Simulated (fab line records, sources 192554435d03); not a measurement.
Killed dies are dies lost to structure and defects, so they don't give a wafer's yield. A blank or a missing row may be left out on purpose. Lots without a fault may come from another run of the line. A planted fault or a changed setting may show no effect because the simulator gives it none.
Split-lot experiment | flow n5_finfet | 7 lots, 39 wafers read, on a route of 1938 steps

THE SPLIT
At N5_WELL_APT_EXPOSE_05 (exposes mask NWELL, defocus 0 nm, target cd 200 nm), the setting dose_mj was moved away from the recipe's 20.3 on 9 of the 39 wafers read, by +2.5% to +6.7%. The other wafers ran this setting at the recipe's value.

FROM THE SPLIT TO THE READING: what the file shows between them, 3 steps
- N5_WELL_APT_PEB_06: peb time 90 s
- N5_WELL_APT_DEVELOP_07: develop time 45 s
- N5_WELL_APT_HARDBAKE_12: time 120 s

THE READING
cd_nm, in nm, at N5_WELL_APT_CD_MEAS_08 (target cd 200 nm). Fault-free wafers of this fab line usually give 199.7 nm, standard deviation 1.8 nm.

wafer  | tool, chamber at the split | dose_mj as run | against the recipe | cd_nm, nm | against lot-mates on the recipe
L075.1 | krf_scanner-01, 0          | 20.3           | recipe             | 203.0     | -
L075.2 | krf_scanner-01, 0          | 20.3           | recipe             | 202.4     | -
L075.3 | krf_scanner-01, 0          | 20.3           | recipe             | 200.4     | -
L075.4 | krf_scanner-01, 0          | 20.3           | recipe             | 202.7     | -
L075.5 | krf_scanner-01, 0          | 20.3           | recipe             | 202.8     | -
L075.6 | krf_scanner-01, 0          | 20.3           | recipe             | 200.8     | -
L078.1 | krf_scanner-02, 0          | 20.3           | recipe             | 199.0     | -
L078.4 | krf_scanner-02, 0          | 20.3           | recipe             | 199.6     | -
L078.6 | krf_scanner-02, 0          | 20.3           | recipe             | 200.5     | -
L079.1 | krf_scanner-01, 0          | 20.3           | recipe             | 202.0     | -
L079.2 | krf_scanner-01, 0          | 20.3           | recipe             | 202.2     | -
L079.3 | krf_scanner-01, 0          | 20.81          | +2.5%              | 205.5     | +4.1
L079.4 | krf_scanner-01, 0          | 20.3           | recipe             | 200.1     | -
L079.5 | krf_scanner-01, 0          | 20.81          | +2.5%              | 203.0     | +1.6
L079.6 | krf_scanner-01, 0          | 20.81          | +2.5%              | 203.5     | +2.1
L084.1 | krf_scanner-01, 0          | 21.3           | +4.9%              | 207.7     | +6.2
L084.2 | krf_scanner-01, 0          | 21.3           | +4.9%              | 208.3     | +6.8
L084.3 | krf_scanner-01, 0          | 20.3           | recipe             | 200.7     | -
L084.4 | krf_scanner-01, 0          | 21.3           | +4.9%              | 207.7     | +6.2
L084.5 | krf_scanner-01, 0          | 20.3           | recipe             | 201.3     | -
L084.6 | krf_scanner-01, 0          | 20.3           | recipe             | 202.6     | -
L086.1 | krf_scanner-01, 0          | 20.3           | recipe             | 197.0     | -
L086.2 | krf_scanner-01, 0          | 20.3           | recipe             | 195.1     | -
L086.3 | krf_scanner-01, 0          | 20.3           | recipe             | 198.9     | -
L086.4 | krf_scanner-01, 0          | 20.3           | recipe             | 195.9     | -
L086.5 | krf_scanner-01, 0          | 20.3           | recipe             | 198.4     | -
L086.6 | krf_scanner-01, 0          | 20.3           | recipe             | 197.6     | -
L089.1 | krf_scanner-02, 0          | 20.3           | recipe             | 200.2     | -
L089.2 | krf_scanner-02, 0          | 20.3           | recipe             | 197.8     | -
L089.3 | krf_scanner-02, 0          | 20.3           | recipe             | 198.3     | -
L089.4 | krf_scanner-02, 0          | 20.3           | recipe             | 196.3     | -
L089.5 | krf_scanner-02, 0          | 20.3           | recipe             | 199.4     | -
L089.6 | krf_scanner-02, 0          | 20.3           | recipe             | 199.5     | -
L094.1 | krf_scanner-02, 0          | 20.3           | recipe             | 200.6     | -
L094.2 | krf_scanner-02, 0          | 21.65          | +6.7%              | 212.1     | +12.0
L094.3 | krf_scanner-02, 0          | 20.3           | recipe             | 199.7     | -
L094.4 | krf_scanner-02, 0          | 20.3           | recipe             | 199.9     | -
L094.5 | krf_scanner-02, 0          | 21.65          | +6.7%              | 209.1     | +9.0
L094.6 | krf_scanner-02, 0          | 21.65          | +6.7%              | 210.6     | +10.5

THE FIT
A straight line over all 39 wafers: cd_nm changes by +1.63 nm for each +1% of dose_mj; r = +0.88; the points scatter about the line by 1.9 nm.
The same after taking each lot's own level away (the mean of its wafers on the recipe; 39 wafers): +1.46 nm for each +1%; r = +0.94; scatter 1.1 nm.
On that fit, the largest move of dose_mj shifts the reading by 9.7 nm.
The lots' own levels span 197.15 to 202.02 nm, that is 2.7 times the standard deviation above.
So the lot-to-lot level changes the slope: the two fits differ.
Check: with one of the wafers moved furthest among these (+6.7%) left out of the fit, the line predicts +9.01 nm for it against its lot-mates. It came out at +12 nm against them.

THE WHOLE CHAIN: every reading that the file lists as answering this split, in the file's order
step                   | what it does             | reading                                                         | change (the file's fit)              | r (the file's)
N5_WELL_APT_CD_MEAS_08 | target cd 200 nm         | cd_nm                                                           | +1.44 nm for each +1% of the setting | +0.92
N5_WELL_APT_DESCUM_13  | chemistry O2, time 7.9 s | WELL_APT.cd_nm (the simulator's own value, which no gauge read) | +1.44 nm for each +1% of the setting | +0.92

THE FILE'S OWN FIT
cd_nm changes by +1.44 nm for each +1% of dose_mj, r = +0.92.
